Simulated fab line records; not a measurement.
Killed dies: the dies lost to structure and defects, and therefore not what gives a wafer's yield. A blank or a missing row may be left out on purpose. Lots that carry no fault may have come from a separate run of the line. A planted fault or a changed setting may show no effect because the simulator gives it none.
fab line records -- flow n5_finfet
record lots=10, wafers=30, last_day=19
route steps=1938 shown BEOL_M3@1006 BEOL_M4@1111 PASSIVATION@1936
lots with no fault: from the same line, run without faults
start_h: hours from the record's opening day to when the first of the lot's shown wafers began -- wait_h: hours from the lot's prior step to this one -- " as in the row above -- L1.1+2: a row that stands for several wafers -- - either no value or no given start -- * or withheld: withheld -- < > ~ a bound
route shown NAME@n: NAME is a module with steps in the file, n the number in the route of the first one -- usual: mean/standard deviation of fault-free wafers -- same: alike in all rows -- chamber/n: place in a boat -- sites: the reading at each site -- _std_site: their standard deviation -- _edge_site: outer sites' mean less inner sites' -- radius_mm: for every site, how far away it sits from the centre of the wafer -- mask NAME#n: copy n -- behind: tool/chamber where the wafer was last shaped -- hold: why the lot went on hold/how many hours it stayed there/how the hold came to an end -- device: transistor that didn't switch, given as n, p or np -- end of line: the tests these same wafers got at the end of their route -- a step given without rows: its recipe and nothing more -- killed: count of dies lost to structure and defects at first sort (not the wafer's yield) -- map: dies across one wafer; x = killed, . = not, _ = none there
set.NAME: the setting that was run; set.NAME@STEP: the one run at that earlier step -- model.NAME: the simulator's own value behind a step, which no gauge read
steps of the route over a sample of lots; a table a step, a row a wafer
services: a tool's chamber out of use, with start hour (start_h, from the record's first day; less than 0 if before it), hours out, and reason
## steps
# step N5_BEOL_M3_SPUTTER_92
# recipe material=Cu, target_thk_a=45, temp_c=-20, chamber_pressure_pa=0.07, power_w=withheld, time_s=8.29
# usual throttle_valve_pct=29.9/1.1
lot.wafer,tool,chamber,start_h,wait_h,throttle_valve_pct
L847.1,pvd_sputter-03,-,181.52,0.1,30.6
L847.3,pvd_sputter-03,-,181.52,0.1,28.3
L847.6,pvd_sputter-03,-,181.52,0.1,30.7
L848.2,pvd_sputter-03,-,203.28,0.1,28.4
L848.4,pvd_sputter-03,-,203.28,0.1,30.4
L848.6,pvd_sputter-03,-,203.28,0.1,30.7
L851.1,pvd_sputter-01,-,205.17,0.1,27.5
L851.3,pvd_sputter-01,-,205.17,0.1,31.1
L851.4,pvd_sputter-01,-,205.17,0.1,29.5
L855.3,pvd_sputter-03,-,238.23,0.1,28.9
L855.4,pvd_sputter-03,-,238.23,0.1,30.4
L855.6,pvd_sputter-03,-,238.23,0.1,28.5
L863.3,pvd_sputter-01,-,276.85,0.1,29.9
L863.4,pvd_sputter-01,-,276.85,0.1,31.2
L863.5,pvd_sputter-01,-,276.85,0.1,29.8
L862.2,pvd_sputter-03,-,276.89,0.1,28.7
L862.3,pvd_sputter-03,-,276.89,0.1,28.9
L862.6,pvd_sputter-03,-,276.89,0.1,28.8
L864.1,pvd_sputter-01,-,293.89,0.1,27.9
L864.2,pvd_sputter-01,-,293.89,0.1,30.0
L864.6,pvd_sputter-01,-,293.89,0.1,31.3
L865.1,pvd_sputter-02,-,295.25,0.1,30.4
L865.2,pvd_sputter-02,-,295.25,0.1,31.7
L865.6,pvd_sputter-02,-,295.25,0.1,31.8
L866.1,pvd_sputter-01,-,302.86,0.1,27.5
L866.4,pvd_sputter-01,-,302.86,0.1,29.7
L866.6,pvd_sputter-01,-,302.86,0.1,30.0
L870.2,pvd_sputter-01,-,320.63,0.1,29.7
L870.3,pvd_sputter-01,-,320.63,0.1,30.9
L870.6,pvd_sputter-01,-,320.63,0.1,31.1
# step N5_BEOL_M3_ANNEAL_95
# recipe temp_c=400, time_s=240, ambient=vacuum
# usual heater_power_w=783/90
lot.wafer,tool,chamber,start_h,wait_h,heater_power_w
L847.1,pvd_sputter-03,-,181.82,0.0,681
L847.3,pvd_sputter-03,-,181.82,0.0,847
L847.6,pvd_sputter-03,-,181.82,0.0,726
L848.2,pvd_sputter-03,-,203.58,0.0,839
L848.4,pvd_sputter-03,-,203.58,0.0,689
L848.6,pvd_sputter-03,-,203.58,0.0,728
L851.1,pvd_sputter-01,-,205.47,0.0,878
L851.3,pvd_sputter-01,-,205.47,0.0,732
L851.4,pvd_sputter-01,-,205.47,0.0,889
L855.3,pvd_sputter-03,-,238.53,0.0,661
L855.4,pvd_sputter-03,-,238.53,0.0,689
L855.6,pvd_sputter-03,-,238.53,0.0,835
L863.3,pvd_sputter-01,-,277.15,0.0,787
L863.4,pvd_sputter-01,-,277.15,0.0,723
L863.5,pvd_sputter-01,-,277.15,0.0,896
L862.2,pvd_sputter-03,-,277.19,0.0,862
L862.3,pvd_sputter-03,-,277.19,0.0,658
L862.6,pvd_sputter-03,-,277.19,0.0,869
L864.1,pvd_sputter-01,-,294.19,0.0,883
L864.2,pvd_sputter-01,-,294.19,0.0,794
L864.6,pvd_sputter-01,-,294.19,0.0,719
L865.1,pvd_sputter-02,-,295.55,0.0,691
L865.2,pvd_sputter-02,-,295.55,0.0,700
L865.6,pvd_sputter-02,-,295.55,0.0,694
L866.1,pvd_sputter-01,-,303.16,0.0,882
L866.4,pvd_sputter-01,-,303.16,0.0,884
L866.6,pvd_sputter-01,-,303.16,0.0,797
L870.2,pvd_sputter-01,-,320.93,0.0,901
L870.3,pvd_sputter-01,-,320.93,0.0,732
L870.6,pvd_sputter-01,-,320.93,0.0,724
# step N5_BEOL_M3_SPUTTER_96
# recipe material=Cu, target_thk_a=45, temp_c=-20, chamber_pressure_pa=0.07, power_w=withheld, time_s=8.29
# usual throttle_valve_pct=29.9/1
lot.wafer,tool,chamber,start_h,wait_h,throttle_valve_pct
L847.1,pvd_sputter-03,-,181.96,0.1,30.8
L847.3,pvd_sputter-03,-,181.96,0.1,28.2
L847.6,pvd_sputter-03,-,181.96,0.1,30.7
L848.2,pvd_sputter-03,-,203.72,0.1,28.5
L848.4,pvd_sputter-03,-,203.72,0.1,30.6
L848.6,pvd_sputter-03,-,203.72,0.1,30.5
L851.1,pvd_sputter-01,-,205.61,0.1,27.6
L851.3,pvd_sputter-01,-,205.61,0.1,31.0
L851.4,pvd_sputter-01,-,205.61,0.1,29.5
L855.3,pvd_sputter-03,-,238.67,0.1,29.2
L855.4,pvd_sputter-03,-,238.67,0.1,30.6
L855.6,pvd_sputter-03,-,238.67,0.1,28.7
L863.3,pvd_sputter-01,-,277.29,0.1,29.8
L863.4,pvd_sputter-01,-,277.29,0.1,30.8
L863.5,pvd_sputter-01,-,277.29,0.1,29.8
L862.2,pvd_sputter-03,-,277.33,0.1,28.6
L862.3,pvd_sputter-03,-,277.33,0.1,29.3
L862.6,pvd_sputter-03,-,277.33,0.1,28.6
L864.1,pvd_sputter-01,-,294.33,0.1,27.5
L864.2,pvd_sputter-01,-,294.33,0.1,30.0
L864.6,pvd_sputter-01,-,294.33,0.1,30.8
L865.1,pvd_sputter-02,-,295.69,0.1,30.3
L865.2,pvd_sputter-02,-,295.69,0.1,31.8
L865.6,pvd_sputter-02,-,295.69,0.1,31.6
L866.1,pvd_sputter-01,-,303.30,0.1,27.8
L866.4,pvd_sputter-01,-,303.30,0.1,29.7
L866.6,pvd_sputter-01,-,303.30,0.1,30.2
L870.2,pvd_sputter-01,-,321.07,0.1,29.6
L870.3,pvd_sputter-01,-,321.07,0.1,30.8
L870.6,pvd_sputter-01,-,321.07,0.1,30.8
# step N5_BEOL_M3_ECD_50
# recipe material=Cu, target_thk_a=3000
lot.wafer,tool,chamber,start_h,wait_h
L847.1+3+6,ecd_cu-02,"1,0,1",182.07,0.1
L848.2+4+6,ecd_cu-02,"0,0,1",203.84,0.1
L851.1+3+4,ecd_cu-02,"1,1,0",205.72,0.1
L855.3+4+6,ecd_cu-01,"0,1,1",238.80,0.1
L863.3+4+5,ecd_cu-02,"0,1,1",277.42,0.1
L862.2+3+6,ecd_cu-01,1,277.45,0.1
L864.1+2+6,ecd_cu-02,"1,0,1",294.45,0.1
L865.1+2+6,ecd_cu-01,"1,0,1",295.81,0.1
L866.1+4+6,ecd_cu-02,"0,1,1",303.42,0.1
L870.2+3+6,ecd_cu-02,"1,0,0",321.19,0.1
# step N5_BEOL_M3_CMP_52
# recipe stop_on=SiOC, t_overpolish_s=6.8, down_force_psi=1, platen_rpm=50, clearing_platen_down_force_psi=1.5, clearing_platen_rpm=50, post_cmp_clean=cu_alkaline, target_thk_nm=40, clearing_platen_pad_velocity_m_s=0.99484, pad_velocity_m_s=0.99484
# usual motor_current_A=6.0/0.39, slurry_flow_ml_min=150.0/0.48, time_to_endpoint_s=62/3.1
lot.wafer,tool,chamber,start_h,wait_h,motor_current_A,slurry_flow_ml_min,time_to_endpoint_s
L847.3,cmp-03,3,184.04,0.2,5.5,149.9,58
L847.1,cmp-03,0,184.04,0.2,5.7,150.4,66
L847.6,cmp-03,2,184.04,0.2,5.4,150.2,62
L848.4,cmp-04,0,205.23,0.2,6.0,150.6,47
L848.2,cmp-04,1,205.23,0.2,6.2,150.1,62
L848.6,cmp-04,1,205.23,0.2,6.4,150.2,41
L851.4,cmp-01,0,206.10,0.1,5.8,149.9,46
L851.1,cmp-01,2,206.10,0.1,6.7,149.9,62
L851.3,cmp-01,3,206.10,0.1,5.3,149.8,51
L855.4,cmp-01,0,239.18,0.1,5.7,149.7,62
L855.3,cmp-01,2,239.18,0.1,6.5,150.1,63
L855.6,cmp-01,1,239.18,0.1,6.4,149.6,65
L863.4,cmp-01,0,277.82,0.2,6.0,149.0,59
L863.3,cmp-01,1,277.82,0.2,6.0,150.3,61
L863.5,cmp-01,0,277.82,0.2,5.9,149.7,60
L862.3,cmp-03,0,278.14,0.3,5.9,150.3,64
L862.2,cmp-03,2,278.14,0.3,5.6,150.2,61
L862.6,cmp-03,0,278.14,0.3,6.2,150.5,63
L864.1,cmp-04,3,294.86,0.3,6.0,150.7,62
L864.2,cmp-04,0,294.86,0.3,5.6,148.8,65
L864.6,cmp-04,2,294.86,0.3,6.6,150.5,61
L865.2,cmp-03,3,296.19,0.2,5.7,149.9,61
L865.1,cmp-03,0,296.19,0.2,5.8,149.7,63
L865.6,cmp-03,0,296.19,0.2,5.9,150.2,66
L866.1,cmp-03,0,303.79,0.3,5.9,149.4,66
L866.4,cmp-03,1,303.79,0.3,5.9,150.7,61
L866.6,cmp-03,0,303.79,0.3,5.8,149.8,62
L870.2,cmp-03,3,321.63,0.3,5.4,149.5,61
L870.3,cmp-03,0,321.63,0.3,6.0,149.1,64
L870.6,cmp-03,2,321.63,0.3,5.6,151.2,62
# step N5_BEOL_M4_RC_MEAS_101
# usual DIBL_N=35.8/1.7, DIBL_P=35.3/2, IOFF_N=0.150/0.026, IOFF_P=0.194/0.029, ION_N=667/11, ION_P=456/7.1, SS_N=71.4/0.65, SS_P=73.1/0.64, VT_N=251/3, VT_P=-252/3.2
lot.wafer,tool,chamber,start_h,wait_h,DIBL_N[mV/V],DIBL_P[mV/V],IOFF_N[nA/um],IOFF_P[nA/um],ION_N[uA/um],ION_P[uA/um],SS_N[mV/dec],SS_P[mV/dec],VT_N[mV],VT_P[mV]
L847.1,prober-01,0,209.88,0.0,36.5,36.8,0.156,0.193,678,461,72.2,73.0,253,-252
L847.3,prober-01,0,209.88,0.0,32.5,32.0,0.103,0.136,649,447,70.9,71.8,258,-258
L847.6,prober-01,0,209.88,0.0,35.6,36.5,0.150,0.190,675,466,71.2,74.1,250,-254
L848.2,prober-01,0,242.50,0.2,37.5,35.6,0.165,0.191,659,444,72.8,73.9,253,-255
L848.4,prober-01,0,242.50,0.2,38.0,37.8,0.195,0.236,665,447,72.9,74.3,246,-248
L848.6,prober-01,0,242.50,0.2,35.9,35.0,0.141,0.187,644,442,72.0,72.9,253,-253
L851.1,prober-02,0,244.26,0.0,36.4,35.5,0.157,0.188,673,457,71.0,72.8,251,-249
L851.3,prober-02,0,244.26,0.0,37.6,37.3,0.187,0.220,688,463,71.5,73.7,246,-249
L851.4,prober-02,0,244.26,0.0,34.9,33.0,0.123,0.159,658,450,70.8,73.2,256,-253
L855.3,prober-01,0,273.25,0.3,36.8,35.8,0.160,0.220,670,466,71.6,73.3,251,-246
L855.4,prober-01,0,273.25,0.3,36.0,34.6,0.148,0.216,672,463,71.1,73.3,250,-245
L855.6,prober-01,0,273.25,0.3,36.3,36.0,0.154,0.232,666,463,71.7,73.3,250,-246
L863.3,prober-01,0,313.59,0.3,34.5,34.0,0.121,0.179,650,454,71.1,73.7,254,-250
L863.4,prober-01,0,313.59,0.3,34.4,32.9,0.116,0.167,656,451,70.8,72.8,255,-255
L863.5,prober-01,0,313.59,0.3,36.1,35.3,0.143,0.204,668,455,71.9,72.8,253,-251
L862.2,prober-02,0,313.86,0.2,36.2,37.5,0.165,0.234,667,458,71.4,74.2,244,-247
L862.3,prober-02,0,313.86,0.2,37.0,36.5,0.162,0.206,678,464,71.6,73.9,249,-249
L862.6,prober-02,0,313.86,0.2,35.2,35.8,0.137,0.201,659,459,71.2,73.3,250,-250
L865.1,prober-02,0,327.20,0.0,36.4,34.8,0.156,0.168,648,436,72.4,73.4,254,-253
L865.2,prober-02,0,327.20,0.0,35.6,34.5,0.137,0.160,665,450,71.5,73.4,251,-254
L865.6,prober-02,0,327.20,0.0,38.0,37.2,0.190,0.194,679,455,72.3,74.3,248,-253
L864.1,prober-01,0,327.92,0.2,38.3,35.3,0.174,0.187,662,449,72.7,73.4,247,-253
L864.2,prober-01,0,327.92,0.2,34.6,32.8,0.125,0.152,664,457,70.5,71.7,250,-254
L864.6,prober-01,0,327.92,0.2,37.8,36.3,0.165,0.194,672,459,71.2,72.6,249,-252
L866.1,prober-01,0,335.82,0.0,36.1,35.1,0.165,0.231,666,467,71.9,72.7,245,-246
L866.4,prober-01,0,335.82,0.0,38.2,36.6,0.209,0.262,691,470,71.8,73.3,243,-244
L866.6,prober-01,0,335.82,0.0,34.3,31.9,0.121,0.186,652,458,70.9,72.6,251,-251
L870.2,prober-02,0,349.58,0.2,36.4,37.8,0.167,0.192,676,457,71.4,73.8,247,-252
L870.3,prober-02,0,349.58,0.2,32.1,30.6,0.103,0.114,649,443,70.6,71.6,255,-260
L870.6,prober-02,0,349.58,0.2,38.1,38.0,0.195,0.186,674,452,72.7,73.5,247,-255
# step N5_PASSIVATION_PROBE_49
# usual defect_limited_yield=91.5/1.4, killed_at_M0_to_M3=34/11, killed_at_M4_up=15/6, killed_at_contacts=11/5.9, killed_at_front_end=37/11, killed_at_other=3.6/2.9, killed_dies=101/17, killed_on_rim=13/4, killed_open=66/12, killed_short=33/7.8, sort_bin_5_function=5.0/0.97, sort_bin_6_memory=3.2/0.65, sort_bin_8_speed=0.02/0.2, sort_n_pass=1079/17, sort_yield_pct=91.4/1.4
# same gross_dies=1180, killed_at_back_side=0, sort_bin_4_leakage[%]=0
lot.wafer,tool,chamber,start_h,wait_h,defect_limited_yield[%],killed_at_M0_to_M3,killed_at_M4_up,killed_at_contacts,killed_at_front_end,killed_at_other,killed_dies,killed_on_rim,killed_open,killed_short,sort_bin_5_function[%],sort_bin_6_memory[%],sort_bin_8_speed[%],sort_n_pass,sort_yield_pct[%]
L863.3,prober-01,-,418.54,0.1,92.6,31,23,16,11,6,87,16,55,29,4.3,2.9,0,1093,92.6
L863.4,prober-01,-,418.59,0.2,88.6,57,10,15,42,10,134,21,88,42,7.1,3.7,0,1046,88.6
L863.5,prober-01,-,418.64,0.2,91.7,30,19,12,33,4,98,17,65,31,5.2,2.9,0,1082,91.7
L862.2,prober-01,-,423.70,0.1,93.0,19,4,19,36,5,83,13,49,32,3.3,3.6,0,1097,93.0
L862.3,prober-01,-,423.75,0.1,91.4,29,16,12,40,5,102,14,60,39,5.5,3.0,0,1078,91.4
L862.6,prober-01,-,423.90,0.3,93.7,19,11,6,36,2,74,11,46,25,3.4,2.5,0,1106,93.7
L866.1,prober-01,-,445.31,0.0,91.7,36,20,8,30,4,98,14,63,34,4.8,3.3,0,1082,91.7
L866.4,prober-01,-,445.46,0.2,91.9,25,11,10,43,6,95,12,61,31,4.6,3.1,0,1085,91.9
L866.6,prober-01,-,445.56,0.3,90.5,38,22,10,38,4,112,16,76,35,5.9,3.4,0,1068,90.5
# killed by level:class
L863.3 MOL_CONTACT_COAG:geometric_particle:open=12 BEOL_M4:geometric_particle:open=9 BEOL_M3:geometric_particle:open=6 BEOL_M2:geometric_particle:open=5 MOL_CONTACT_COAG:geometric_particle:short=4 BEOL_M0_SAQP:geometric_particle:short=4 BEOL_M2:geometric_particle:short=4 STARTING-WAFER:geometric_particle:short=4
L863.4 MOL_CONTACT_COAG:geometric_particle:open=14 BEOL_M0_SAQP:geometric_particle:open=13 STI_FIN_REVEAL:geometric_particle:open=12 BEOL_M0_SAQP:geometric_particle:short=12 FIN_SAQP:geometric_particle:open=11 BEOL_M2:geometric_particle:open=7 BEOL_M3:geometric_particle:open=6 STARTING-WAFER:geometric_particle:short=6
L863.5 DUMMY_GATE:geometric_particle:open=10 MOL_CONTACT_COAG:geometric_particle:open=9 BEOL_M4:geometric_particle:open=8 BEOL_M0_SAQP:geometric_particle:open=8 BEOL_M0_SAQP:geometric_particle:short=6 STI_FIN_REVEAL:geometric_particle:open=5 BEOL_M3:geometric_particle:open=5 BEOL_M1:geometric_particle:open=4
L862.2 MOL_CONTACT_COAG:geometric_particle:open=13 FIN_SAQP:geometric_particle:short=12 STI_FIN_REVEAL:geometric_particle:open=8 BEOL_M0_SAQP:geometric_particle:open=8 MOL_CONTACT_COAG:geometric_particle:short=5 BEOL_M0_SAQP:geometric_particle:short=4 STARTING-WAFER:geometric_particle:open=4 FIN_SAQP:geometric_particle:open=3
L862.3 BEOL_M2:geometric_particle:open=10 STI_FIN_REVEAL:geometric_particle:open=8 MOL_CONTACT_COAG:geometric_particle:open=8 BEOL_M4:geometric_particle:open=8 FIN_SAQP:geometric_particle:short=6 STI_FIN_REVEAL:geometric_particle:short=4 BEOL_M0_SAQP:geometric_particle:short=4 SPACER0:geometric_particle:open=4
L862.6 FIN_SAQP:geometric_particle:short=7 FIN_SAQP:geometric_particle:open=7 MOL_CONTACT_COAG:geometric_particle:open=6 BEOL_M0_SAQP:geometric_particle:open=5 BEOL_M4:geometric_particle:open=5 BEOL_M2:geometric_particle:open=4 STI_FIN_REVEAL:geometric_particle:open=3 ILD0:geometric_particle:open=3
L866.1 BEOL_M2:geometric_particle:open=11 MOL_CONTACT_COAG:geometric_particle:open=8 STARTING-WAFER:geometric_particle:open=6 BEOL_M4:geometric_particle:open=6 FIN_SAQP:geometric_particle:open=5 BEOL_M1:geometric_particle:open=5 BEOL_M5:geometric_particle:short=4 BEOL_M0_SAQP:geometric_particle:short=4
L866.4 FIN_SAQP:geometric_particle:short=10 BEOL_M4:geometric_particle:open=9 FIN_SAQP:geometric_particle:open=7 GATE_CUT:geometric_particle:short=7 STARTING-WAFER:geometric_particle:open=7 MOL_CONTACT_COAG:geometric_particle:open=6 BEOL_M0_SAQP:geometric_particle:short=6 BEOL_M2:geometric_particle:open=5
L866.6 BEOL_M0_SAQP:geometric_particle:open=9 BEOL_M2:geometric_particle:open=8 FIN_SAQP:geometric_particle:short=7 MOL_CONTACT_COAG:geometric_particle:open=7 BEOL_M4:geometric_particle:open=7 FIN_SAQP:geometric_particle:open=6 BEOL_M0_SAQP:geometric_particle:short=6 BEOL_M0:geometric_particle:open=6
## services
tool,chamber,start_h,hours,kind
cmp-03,-,161.38,0.3,repair
cmp-04,-,170.40,5.5,pm
ecd_cu-01,-,182.22,4.0,repair
ecd_cu-01,-,189.50,3.2,repair
cmp-03,-,193.45,7.5,pm
cmp-01,-,209.94,0.7,repair
cmp-04,-,210.22,3.0,repair
cmp-03,-,212.44,7.1,pm
cmp-04,-,222.11,5.8,pm
pvd_sputter-02,-,228.43,5.9,repair
cmp-03,-,246.75,0.9,repair
cmp-04,-,254.38,2.5,repair
ecd_cu-01,-,263.47,1.2,repair
cmp-01,-,263.67,4.0,pm
cmp-03,-,265.61,2.3,repair
ecd_cu-01,-,267.24,4.8,pm
cmp-01,-,267.67,-,consumable_replace:conditioner
cmp-01,-,267.67,-,consumable_replace:pad
cmp-03,-,273.08,2.2,repair
ecd_cu-02,-,299.59,0.7,repair
## key
first_sign step=N5_BEOL_M3_CMP_52, reading=time_to_endpoint_s, direction=down, sigmas=5.1, usual=*, struck=*
effect none on later readings
met_at N5_BEOL_M3_ECD_50
struck_lots L848,L851
struck_wafers L848.4,L848.6,L851.3,L851.4
not_acting_at N5_BEOL_M3_SPUTTER_92,N5_BEOL_M3_ANNEAL_95,N5_BEOL_M3_SPUTTER_96
onset_between 182.07 203.84
fault kind=process_parameter_drift, tool=ecd_cu-02, chamber=-, onset_h=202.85, steps=N5_BEOL_M3_ECD_50, channel=target_thk_a, offset=*, shape=step, end_h=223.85, scope=struck_wafers_only, acts_in=*, stated=*
